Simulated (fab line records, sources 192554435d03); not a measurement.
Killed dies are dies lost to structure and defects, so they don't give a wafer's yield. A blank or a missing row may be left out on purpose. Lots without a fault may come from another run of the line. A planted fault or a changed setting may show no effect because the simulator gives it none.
Which tool did it? | flow n5_finfet | 10 lots, 30 wafers sampled, at 6 steps of a route of 1938

WHAT THE GAUGES READ, wafer by wafer
N5_HKMG_FIN_INSPECT_28: inspects for defects (darkfield).
lot  | measured    | on                | raw_defect_count
L076 | day 4 19:53 | defect_inspect-02 | 23 31 19
L078 | day 5 09:13 | defect_inspect-02 | 27 24 31
L080 | day 5 19:42 | defect_inspect-01 | 26 31 25
L082 | day 6 08:06 | defect_inspect-01 | 36 54 36
L085 | day 7 05:45 | defect_inspect-02 | 41 38 36
L087 | day 7 16:08 | defect_inspect-02 | 64 62 47
L089 | day 8 02:34 | defect_inspect-01 | 31 36 32
L092 | day 8 19:17 | defect_inspect-01 | 26 27 23
L094 | day 9 08:25 | defect_inspect-02 | 37 21 52
L096 | day 9 23:25 | defect_inspect-02 | 30 27 34

WHICH TOOL RAN EACH LOT (tool, then ch and the chambers of the sampled wafers, then the start)
lot  | N5_SDB_CMP_30                | N5_HKMG_FIN_ETCH_54               | N5_HKMG_FIN_STRIP_34              | N5_HKMG_FIN_ETCH_86               | N5_HKMG_FIN_STRIP_90
L076 | cmp-02 ch 1,2, day 4 10:14   | rie_diel-02 ch 0,3, day 4 12:13   | rie_diel-05 ch 1,3, day 4 15:46   | rie_diel-03 ch 1,3, day 4 16:49   | rie_diel-05 ch 0,1,2, day 4 17:57
L078 | cmp-03 ch 0,2,3, day 4 23:16 | rie_diel-05 ch 1,2,3, day 5 01:29 | rie_diel-02 ch 0,1,3, day 5 05:06 | rie_diel-05 ch 0,1,3, day 5 06:08 | rie_diel-05 ch 0,3, day 5 07:17
L080 | cmp-03 ch 0,1,3, day 5 09:21 | rie_diel-03 ch 1,2, day 5 11:21   | rie_diel-03 ch 0,1, day 5 15:08   | rie_diel-05 ch 2,3, day 5 16:10   | rie_diel-03 ch 0,3, day 5 17:32
L082 | cmp-04 ch 0,1,3, day 5 21:09 | rie_diel-05 ch 1,2,3, day 5 23:16 | rie_diel-03 ch 0,1,2, day 6 03:13 | rie_diel-05 ch 0,2,3, day 6 04:22 | rie_diel-03 ch 0,1,2, day 6 05:36
L085 | cmp-03 ch 0,2, day 6 19:30   | rie_diel-03 ch 2,3, day 6 21:47   | rie_diel-05 ch 0,2,3, day 7 01:37 | rie_diel-05 ch 0,3, day 7 02:40   | rie_diel-02 ch 1,2,3, day 7 03:49
L087 | cmp-04 ch 0,1, day 7 05:49   | rie_diel-03 ch 1,2,3, day 7 07:47 | rie_diel-02 ch 0,2, day 7 11:58   | rie_diel-02 ch 0,1,2, day 7 13:01 | rie_diel-05 ch 2,3, day 7 14:13
L089 | cmp-04 ch 0,1,3, day 7 16:29 | rie_diel-02 ch 0,1,2, day 7 18:36 | rie_diel-05 ch 0,1,2, day 7 22:13 | rie_diel-05 ch 0,2,3, day 7 23:16 | rie_diel-03 ch 1,2,3, day 8 00:36
L092 | cmp-02 ch 0,3, day 8 09:26   | rie_diel-03 ch 1,2,3, day 8 11:37 | rie_diel-02 ch 0,1, day 8 15:11   | rie_diel-03 ch 0,3, day 8 16:14   | rie_diel-03 ch 0,1,3, day 8 17:22
L094 | cmp-03 ch 0,3, day 8 22:39   | rie_diel-05 ch 0,2, day 9 00:38   | rie_diel-03 ch 0,1, day 9 04:16   | rie_diel-02 ch 0,1,3, day 9 05:20 | rie_diel-03 ch 1,2, day 9 06:28
L096 | cmp-02 ch 0,1,3, day 9 13:26 | rie_diel-05 ch 0,2,3, day 9 15:22 | rie_diel-03 ch 1,2,3, day 9 19:01 | rie_diel-05 ch 1,2,3, day 9 20:16 | rie_diel-05 ch 0,1,3, day 9 21:26
- N5_SDB_CMP_30: polishes, stops on poly-Si, t overpolish 1.54 s, target thk 30 nm.
- N5_HKMG_FIN_ETCH_54: etches SiARC in CF4, target depth 45.5 nm, time 75.8 s.
- N5_HKMG_FIN_STRIP_34: strips in CF4.
- N5_HKMG_FIN_ETCH_86: etches SOC in N2/H2, stops on TiN, target depth 393.2 nm.
- N5_HKMG_FIN_STRIP_90: strips SOC in N2/H2, time 20 s.

THE ANSWER, worked out from the rows above alone
Rule: what is usual is taken from the lots themselves. Put in order of their means at a reading, lots are off if they are a third of the lots or fewer, leave a main group of 4 or more, and stand apart from it by a gap of 3 or more times the standard deviation of the main group's means; of several such gaps the widest counts. A main group whose means are all the same, to the digits that the tables above print for the reading, isn't used. A lot without any number at a reading at which 4 lots or more have one is off too. The other lots that the step has rows for count as sound.
No lot is off at any reading shown: from this, nothing can be told.

WHAT THE SIMULATOR HAD PUT IN
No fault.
